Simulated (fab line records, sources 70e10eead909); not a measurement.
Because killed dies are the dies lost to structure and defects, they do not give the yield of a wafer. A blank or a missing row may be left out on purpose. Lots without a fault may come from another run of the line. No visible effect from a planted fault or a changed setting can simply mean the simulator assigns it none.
8D (eight disciplines) problem report, filled in by code :: flow nand-harc :: the parts of the form that need people (team, actions taken, sign-off) are left out

== 1. PROBLEM STATEMENT ==
raw-defect-count at NHARC_A_M1_INSPECT_11 reads a mean of 558 on 6 wafers of 2 lots; wafers without a fault read 33 with a standard deviation of 14. Relative to the usual mean, that is a shift of +38 standard deviations.
The first sign was on wafer L756.1 at day 19 01:52, on defect-inspect-01. The record has a number at this step for 33 wafers belonging to 11 lots. The rule behind "out" and "out of limits": a value lying over 4 standard deviations away from the usual mean. The rest of the wafers with a number are treated as sound.

== 2. WHAT IT IS, AND WHAT IT ISN'T ==
question: which readings at this step
is: raw-defect-count
is not: -

question: which lots
is: L756, L757
is not: L749, L753, L763, L766, L768, L769, L770, L771, L772

question: which wafers of those lots
is: all that have a number
is not: -

question: read on which gauges
is: defect-inspect-01, defect-inspect-02
is not: -

question: when
is: from day 19 01:52
is not: up to then (6 sound wafers); but 21 sound wafers of L763, L766, L768, L769, L770, L771, L772 came after

== 3. SUSPECTS, AND WHAT RULES EACH OUT ==
Counting: a tool at any process step up to the reading remains a suspect when it ran all the lots that are out and ran no sound lot after the first of those.
- the gauge at NHARC_A_M1_INSPECT_11 is ruled out. The wafers that are out were read on 2 gauges (defect-inspect-01, defect-inspect-02).
- rie-diel-02 at NHARC_A_BLC_STRIP_21 (strips in O2): ruled out as a lasting fault. Sound lots L763, L766, L771, L769 ran on it after its first lot that is out, L756 (day 18 17:51).
- pecvd-02 at NHARC_A_M0_DEP_32 (deposits SiCN, target thk 30 nm): ruled out as a lasting fault. Sound lots L766, L770, L772 ran on it after its first lot that is out, L756 (day 19 00:44).
Left after counting: nothing in the record.

== 4. THE CAUSE (what the simulator had put in) ==
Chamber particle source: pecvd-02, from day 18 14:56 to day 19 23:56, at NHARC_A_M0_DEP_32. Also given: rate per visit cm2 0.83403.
The count ruled it out by mistake, since the rule takes a fault to strike every lot its tool runs from the start of the fault on, and this one did not do so.

== 5. SEQUENCE OF EFFECTS, ordered by route ==
Each row: a reading where the mean over the struck wafers with a number is more than 3 standard deviations away from the usual. Readings are gone through only where the record gives a usual standard deviation; hours: the median, over the lots, of the time from a lot's start at the first step in this table giving one to that lot's start at this step; sigmas: the change measured in usual standard deviations.
hours: 0
step: NHARC_A_M1_INSPECT_11
reading: raw-defect-count
usual: 33
on struck wafers: 558
change: +525
sigmas: +38

hours: 41
step: NHARC_END_SORT_01
reading: defect-limited-yield
usual: 95.2 %
on struck wafers: 83.2
change: -12.0
sigmas: -7.5

hours: 41
step: NHARC_END_SORT_01
reading: killed-at-array
usual: 29
on struck wafers: 110
change: +80
sigmas: +7.3

hours: 41
step: NHARC_END_SORT_01
reading: killed-dies
usual: 32
on struck wafers: 114
change: +82
sigmas: +7.4

hours: 41
step: NHARC_END_SORT_01
reading: sort_bin_2_pct
usual: 1.5 %
on struck wafers: 7.7
change: +6.2
sigmas: +8.9

hours: 41
step: NHARC_END_SORT_01
reading: sort_bin_3_pct
usual: 0.26 %
on struck wafers: 2.93
change: +2.67
sigmas: +12

hours: 41
step: NHARC_END_SORT_01
reading: sort_bin_4_pct
usual: 3.0 %
on struck wafers: 6.1
change: +3.1
sigmas: +3.1

hours: 41
step: NHARC_END_SORT_01
reading: sort-n-pass
usual: 645
on struck wafers: 564
change: -82
sigmas: -7.4

hours: 41
step: NHARC_END_SORT_01
reading: sort-yield-pct
usual: 95.2 %
on struck wafers: 83.2
change: -12.0
sigmas: -7.5

== 6. HOW IT WOULD HAVE BEEN CAUGHT EARLIER ==
In this record the first reading out of limits at a measuring or inspecting step was taken at day 19 01:52, 11 hours after the fault began at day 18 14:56.
No tool reading at NHARC_A_M0_DEP_32 that has a usual standard deviation in the record was out on any struck wafer, so an alarm limit of 4 standard deviations on those readings would not have fired.
